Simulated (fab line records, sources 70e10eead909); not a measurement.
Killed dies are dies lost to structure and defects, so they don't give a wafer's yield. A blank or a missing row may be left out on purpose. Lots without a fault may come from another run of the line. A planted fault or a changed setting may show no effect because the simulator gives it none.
Which tool did it? | flow nand_harc | 11 lots, 33 wafers sampled, at 5 steps of a route of 1159

WHAT THE GAUGES READ, wafer by wafer
NHARC_P_STI_INSPECT_11.
lot  | measured    | on                | raw_defect_count
L737 | day 2 13:08 | defect_inspect-01 | 3 9 6
L738 | day 2 20:32 | defect_inspect-01 | 4 9 3
L739 | day 2 20:22 | defect_inspect-01 | 6 5 2
L740 | day 3 05:07 | defect_inspect-01 | 8 7 3
L746 | day 4 17:01 | defect_inspect-01 | 7 11 5
L747 | day 5 00:05 | defect_inspect-02 | 5 7 9
L749 | day 5 12:23 | defect_inspect-01 | 1 4 6
L753 | day 6 13:14 | defect_inspect-01 | 3 13 11
L754 | day 6 20:13 | defect_inspect-02 | 7 8 5
L758 | day 7 17:55 | defect_inspect-02 | 8 5 5
L760 | day 8 02:02 | defect_inspect-01 | 3 3 5

NHARC_P_STI_OCD_MEAS_17.
lot  | measured    | on     | trench_depth_nm (nm) | trench_foot_cd_nm (nm)
L737 | day 2 13:49 | ocd-01 | 300 300 301          | 155.2 158.6 156.7
L738 | day 2 21:13 | ocd-02 | 298 295 305          | 159.4 159.1 158.9
L739 | day 2 21:04 | ocd-01 | 302 291 305          | 158.5 159.3 160.3
L740 | day 3 05:47 | ocd-02 | 292 303 303          | 158.4 157.5 156.8
L746 | day 4 17:40 | ocd-01 | 302 303 302          | 158.5 159.5 159.2
L747 | day 5 00:45 | ocd-02 | 298 298 305          | 158.9 156.7 157.3
L749 | day 5 13:02 | ocd-02 | 248 292 299          | 164.9 159.7 158.0
L753 | day 6 13:53 | ocd-01 | 300 298 304          | 157.9 156.4 157.8
L754 | day 6 20:53 | ocd-01 | 301 294 294          | 158.2 158.4 157.8
L758 | day 7 18:35 | ocd-01 | 295 304 302          | 161.7 163.0 161.5
L760 | day 8 02:42 | ocd-01 | 303 295 305          | 156.3 156.4 154.7

WHICH TOOL RAN EACH LOT (tool, then ch and the chambers of the sampled wafers, then the start)
lot  | NHARC_P_ZERO_WELL_ETCH_62                    | NHARC_P_ZERO_WELL_DESCUM_26       | NHARC_P_STI_ETCH_15
L737 | rie_diel-05 ch 0,2,3, day 1 14:45 or earlier | rie_diel-02 ch 0,3, day 1 14:45   | rie_si-03 ch 2,3, day 2 13:32
L738 | rie_diel-04 ch 1,3, day 1 20:39 or earlier   | rie_diel-05 ch 0,1, day 1 20:39   | rie_si-05 ch 1,2,3, day 2 20:59
L739 | rie_diel-02 ch 0,3, day 2 02:33 or earlier   | rie_diel-02 ch 0,3, day 2 02:33   | rie_si-02 ch 2,3, day 2 20:47
L740 | rie_diel-05 ch 0,1,2, day 2 08:45 or earlier | rie_diel-02 ch 0,3, day 2 08:45   | rie_si-02 ch 0,3, day 3 05:31
L746 | rie_diel-04 ch 1,2, day 3 20:41 or earlier   | rie_diel-04 ch 1,2,3, day 3 20:41 | rie_si-05 ch 0,3, day 4 17:25
L747 | rie_diel-02 ch 0,2, day 4 02:39 or earlier   | rie_diel-05 ch 1,3, day 4 02:39   | rie_si-03 ch 1,2,3, day 5 00:31
L749 | rie_diel-02 ch 0,2,3, day 4 14:56 or earlier | rie_diel-05 ch 0,2,3, day 4 14:56 | rie_si-02 ch 0,1,3, day 5 12:49
L753 | rie_diel-04 ch 0,1,2, day 5 14:32 or earlier | rie_diel-02 ch 0,1,3, day 5 14:32 | rie_si-05 ch 0,2,3, day 6 13:38
L754 | rie_diel-02 ch 1,3, day 5 20:46 or earlier   | rie_diel-05 ch 0,1,3, day 5 20:46 | rie_si-03 ch 0,2,3, day 6 20:38
L758 | rie_diel-05 ch 0,1,2, day 6 20:45 or earlier | rie_diel-05 ch 1,3, day 6 20:45   | rie_si-02 ch 2,3, day 7 18:19
L760 | rie_diel-04 ch 1,2,3, day 7 08:41 or earlier | rie_diel-04 ch 1,2,3, day 7 08:41 | rie_si-02 ch 0,2,3, day 8 02:27
- NHARC_P_ZERO_WELL_ETCH_62: etches the open film in CHF3/Ar, target depth 13 nm, time 6.5 s.
- NHARC_P_ZERO_WELL_DESCUM_26: chemistry O2, time 3 s.
- NHARC_P_STI_ETCH_15: etches the open film in HBr/Cl2, target depth 300 nm, time 100.1 s.

WHAT THE TOOLS THEMSELVES READ (means of the sampled wafers that have a number; where no wafer has one, the mark that the record gives instead)
NHARC_P_ZERO_WELL_ETCH_62.
lot  | tool        | drypump_motor_current_A (A) | oes_product_au (a.u.) | rf_vpp_V (V) | showerhead_plenum_p_Torr (Torr) | throttle_valve_pct (%)
L737 | rie_diel-05 | 6.3                         | 0.973                 | 369.3        | 2.33                            | 20.220
L738 | rie_diel-04 | 6.3                         | 0.936                 | 368.0        | 2.24                            | 20.207
L739 | rie_diel-02 | 5.5                         | 0.962                 | 370.0        | 2.31                            | 20.221
L740 | rie_diel-05 | 6.0                         | 0.965                 | 369.1        | 2.26                            | 20.223
L746 | rie_diel-04 | 5.9                         | 0.920                 | 369.2        | 2.26                            | 20.218
L747 | rie_diel-02 | 5.5                         | 0.960                 | 372.1        | 2.41                            | 20.212
L749 | rie_diel-02 | 5.4                         | 0.960                 | 370.8        | 2.34                            | 20.210
L753 | rie_diel-04 | 5.5                         | 0.978                 | 369.8        | 2.30                            | 20.229
L754 | rie_diel-02 | 5.3                         | 0.969                 | 367.6        | 2.24                            | 20.203
L758 | rie_diel-05 | 6.0                         | 0.970                 | 368.9        | 2.26                            | 20.208
L760 | rie_diel-04 | 5.9                         | 0.939                 | 368.5        | 2.25                            | 20.229

NHARC_P_ZERO_WELL_DESCUM_26.
lot  | tool        | drypump_motor_current_A (A) | oes_product_au (a.u.) | rf_vpp_V (V) | showerhead_plenum_p_Torr (Torr) | throttle_valve_pct (%)
L737 | rie_diel-02 | 5.3                         | 1.002                 | 56.7         | 1.85                            | 11.313
L738 | rie_diel-05 | 6.0                         | 0.993                 | 57.0         | 1.82                            | 11.313
L739 | rie_diel-02 | 5.3                         | 1.009                 | 57.7         | 1.85                            | 11.314
L740 | rie_diel-02 | 5.4                         | 0.998                 | 58.0         | 1.88                            | 11.305
L746 | rie_diel-04 | 5.9                         | 1.003                 | 56.3         | 1.83                            | 11.309
L747 | rie_diel-05 | 5.4                         | 1.000                 | 58.1         | 1.87                            | 11.309
L749 | rie_diel-05 | 6.3                         | 0.999                 | 57.2         | 1.89                            | 11.314
L753 | rie_diel-02 | 5.4                         | 0.994                 | 57.8         | 1.86                            | 11.298
L754 | rie_diel-05 | 5.8                         | 0.993                 | 57.9         | 1.87                            | 11.316
L758 | rie_diel-05 | 5.4                         | 1.006                 | 57.2         | 1.87                            | 11.305
L760 | rie_diel-04 | 5.9                         | 0.996                 | 58.0         | 1.83                            | 11.309

NHARC_P_STI_ETCH_15.
lot  | tool      | drypump_motor_current_A (A) | mfc_cl2_sccm (sccm) | oes_product_au (a.u.) | throttle_valve_pct (%)
L737 | rie_si-03 | 6.0                         | 49.93               | 0.995                 | 26.415
L738 | rie_si-05 | 5.6                         | 49.91               | 0.996                 | 26.404
L739 | rie_si-02 | 5.6                         | 49.97               | 0.998                 | 26.410
L740 | rie_si-02 | 5.7                         | 49.91               | 1.001                 | 26.418
L746 | rie_si-05 | 5.7                         | 50.07               | 1.008                 | 26.411
L747 | rie_si-03 | 6.1                         | 49.92               | 0.998                 | 26.392
L749 | rie_si-02 | 5.7                         | 49.98               | 0.956                 | 26.410
L753 | rie_si-05 | 5.5                         | 49.96               | 1.006                 | 26.410
L754 | rie_si-03 | 6.0                         | 50.01               | 0.990                 | 26.407
L758 | rie_si-02 | 5.6                         | 50.01               | 0.995                 | 26.403
L760 | rie_si-02 | 5.7                         | 50.14               | 1.001                 | 26.407

THE ANSWER, worked out from the rows above alone
Rule: what is usual is taken from the lots themselves. Put in order of their means at a reading, lots are off if they are a third of the lots or fewer, leave a main group of 4 or more, and stand apart from it by a gap of 3 or more times the standard deviation of the main group's means; of several such gaps the widest counts. A main group whose means are all the same, to the digits that the tables above print for the reading, isn't used. A lot without any number at a reading at which 4 lots or more have one is off too. The other lots that the step has rows for count as sound. The gauges are gone through in route order, then the tools' own readings, and for those a lot's mean is taken as printed above. The first step at which some lot is off is used, and at that step the reading that is off furthest; a lot without a number counts as furthest.
Off: L749, at NHARC_P_STI_OCD_MEAS_17 (trench_depth_nm). The main group: mean 300 nm, standard deviation 1.5.
A tool fits if, at a process step before that reading, it ran every lot that is off, and no sound lot after the first of them. The gauges at NHARC_P_STI_OCD_MEAS_17 aren't tried: what is off there is off at NHARC_P_STI_ETCH_15 too, on other tools, and a gauge's error can't cause that. NHARC_P_ZERO_WELL_ETCH_62 gives no start for some lots, so the hours and the order of its lots are those of NHARC_P_ZERO_WELL_DESCUM_26. None of those tried fits.

WHAT THE SIMULATOR HAD PUT IN
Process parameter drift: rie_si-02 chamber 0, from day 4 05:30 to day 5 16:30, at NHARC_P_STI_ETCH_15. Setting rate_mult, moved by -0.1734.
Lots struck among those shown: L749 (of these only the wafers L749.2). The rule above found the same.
